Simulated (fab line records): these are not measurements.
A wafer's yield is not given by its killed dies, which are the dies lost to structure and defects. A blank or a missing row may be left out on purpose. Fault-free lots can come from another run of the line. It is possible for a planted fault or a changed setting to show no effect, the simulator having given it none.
Matching of chambers / flow n5-finfet / rie-si-06 running N5_BEOL_M0_SAQP_MANDREL1_REMOVE_100: 4 sister chambers
The step chemistry HBr/Cl2/O2, target a-Si, stops on SiNx, bt time 10 s. 20 wafers are shown with their chamber, then 10 later ones without.

WAFERS WITH THEIR CHAMBER
wafer=L077.3; chamber=2; throttle-valve-pct (%)=37.2; drypump-motor-current-A (A)=5.0; oes-product-au (a.u.)=1.022
wafer=L077.5; chamber=3; throttle-valve-pct (%)=37.0; drypump-motor-current-A (A)=6.3; oes-product-au (a.u.)=0.992
wafer=L077.6; chamber=0; throttle-valve-pct (%)=36.6; drypump-motor-current-A (A)=5.8; oes-product-au (a.u.)=1.055
wafer=L078.2; chamber=1; throttle-valve-pct (%)=36.1; drypump-motor-current-A (A)=5.6; oes-product-au (a.u.)=1.027
wafer=L078.4; chamber=2; throttle-valve-pct (%)=37.2; drypump-motor-current-A (A)=5.0; oes-product-au (a.u.)=1.010
wafer=L078.6; chamber=3; throttle-valve-pct (%)=37.0; drypump-motor-current-A (A)=6.4; oes-product-au (a.u.)=0.987
wafer=L079.2; chamber=0; throttle-valve-pct (%)=36.6; drypump-motor-current-A (A)=5.9; oes-product-au (a.u.)=1.054
wafer=L079.3; chamber=1; throttle-valve-pct (%)=36.1; drypump-motor-current-A (A)=5.6; oes-product-au (a.u.)=1.020
wafer=L079.4; chamber=2; throttle-valve-pct (%)=37.2; drypump-motor-current-A (A)=5.0; oes-product-au (a.u.)=1.010
wafer=L084.2; chamber=2; throttle-valve-pct (%)=37.2; drypump-motor-current-A (A)=5.0; oes-product-au (a.u.)=1.010
wafer=L084.4; chamber=0; throttle-valve-pct (%)=36.6; drypump-motor-current-A (A)=5.9; oes-product-au (a.u.)=1.048
wafer=L084.5; chamber=2; throttle-valve-pct (%)=37.3; drypump-motor-current-A (A)=5.0; oes-product-au (a.u.)=1.009
wafer=L085.1; chamber=0; throttle-valve-pct (%)=36.6; drypump-motor-current-A (A)=5.8; oes-product-au (a.u.)=1.042
wafer=L085.2; chamber=3; throttle-valve-pct (%)=37.0; drypump-motor-current-A (A)=6.3; oes-product-au (a.u.)=0.991
wafer=L085.3; chamber=2; throttle-valve-pct (%)=37.3; drypump-motor-current-A (A)=5.0; oes-product-au (a.u.)=1.010
wafer=L088.3; chamber=3; throttle-valve-pct (%)=37.0; drypump-motor-current-A (A)=6.3; oes-product-au (a.u.)=0.983
wafer=L088.5; chamber=1; throttle-valve-pct (%)=36.1; drypump-motor-current-A (A)=5.6; oes-product-au (a.u.)=1.029
wafer=L088.6; chamber=2; throttle-valve-pct (%)=37.2; drypump-motor-current-A (A)=5.0; oes-product-au (a.u.)=1.011
wafer=L091.1; chamber=0; throttle-valve-pct (%)=36.6; drypump-motor-current-A (A)=5.8; oes-product-au (a.u.)=1.041
wafer=L091.2; chamber=1; throttle-valve-pct (%)=36.1; drypump-motor-current-A (A)=5.6; oes-product-au (a.u.)=1.011

SIGNATURES (averages over the wafers above)
reading=throttle-valve-pct; chamber 0=36.600; chamber 1=36.100; chamber 2=37.229; chamber 3=37.000; scatter within a chamber=0.0299
reading=drypump-motor-current-A; chamber 0=5.840; chamber 1=5.600; chamber 2=5.000; chamber 3=6.325; scatter within a chamber=0.0349
reading=oes-product-au; chamber 0=1.04800; chamber 1=1.02175; chamber 2=1.01171; chamber 3=0.98825; scatter within a chamber=0.00584
Rule: a wafer's distance from a chamber is the root of the sum, over the readings, of the square of ((its reading less the chamber's mean) divided by the reading's scatter). If the next closest chamber is less than 2 further off than the closest, the wafer can't be placed; otherwise it belongs to the closest. The scatter: take each reading less its chamber's mean, square it, sum over the shown wafers, divide by the number of wafers less the number of chambers, and take the root.

WAFERS WITHOUT THEIR CHAMBER
wafer=L091.4; throttle-valve-pct (%)=37.0; drypump-motor-current-A (A)=6.3; oes-product-au (a.u.)=0.983
wafer=L093.1; throttle-valve-pct (%)=36.1; drypump-motor-current-A (A)=5.6; oes-product-au (a.u.)=1.013
wafer=L093.5; throttle-valve-pct (%)=36.6; drypump-motor-current-A (A)=5.8; oes-product-au (a.u.)=1.036
wafer=L093.6; throttle-valve-pct (%)=37.0; drypump-motor-current-A (A)=6.4; oes-product-au (a.u.)=0.978
wafer=L096.2; throttle-valve-pct (%)=37.0; drypump-motor-current-A (A)=6.3; oes-product-au (a.u.)=0.979
wafer=L096.3; throttle-valve-pct (%)=37.2; drypump-motor-current-A (A)=5.0; oes-product-au (a.u.)=0.993
wafer=L096.4; throttle-valve-pct (%)=36.1; drypump-motor-current-A (A)=5.6; oes-product-au (a.u.)=1.018
wafer=L097.1; throttle-valve-pct (%)=36.6; drypump-motor-current-A (A)=5.8; oes-product-au (a.u.)=1.043
wafer=L097.2; throttle-valve-pct (%)=37.0; drypump-motor-current-A (A)=6.4; oes-product-au (a.u.)=0.992
wafer=L097.4; throttle-valve-pct (%)=36.1; drypump-motor-current-A (A)=5.6; oes-product-au (a.u.)=1.011

THE CHAMBER EACH PASSED THROUGH
wafer=L091.4; from the rows above=3; in truth=3
wafer=L093.1; from the rows above=1; in truth=1
wafer=L093.5; from the rows above=0; in truth=0
wafer=L093.6; from the rows above=3; in truth=3
wafer=L096.2; from the rows above=3; in truth=3
wafer=L096.3; from the rows above=2; in truth=2
wafer=L096.4; from the rows above=1; in truth=1
wafer=L097.1; from the rows above=0; in truth=0
wafer=L097.2; from the rows above=3; in truth=3
wafer=L097.4; from the rows above=1; in truth=1
Correctly placed: 10 of 10. Not placeable from these rows: 0. Wrongly placed: 0.
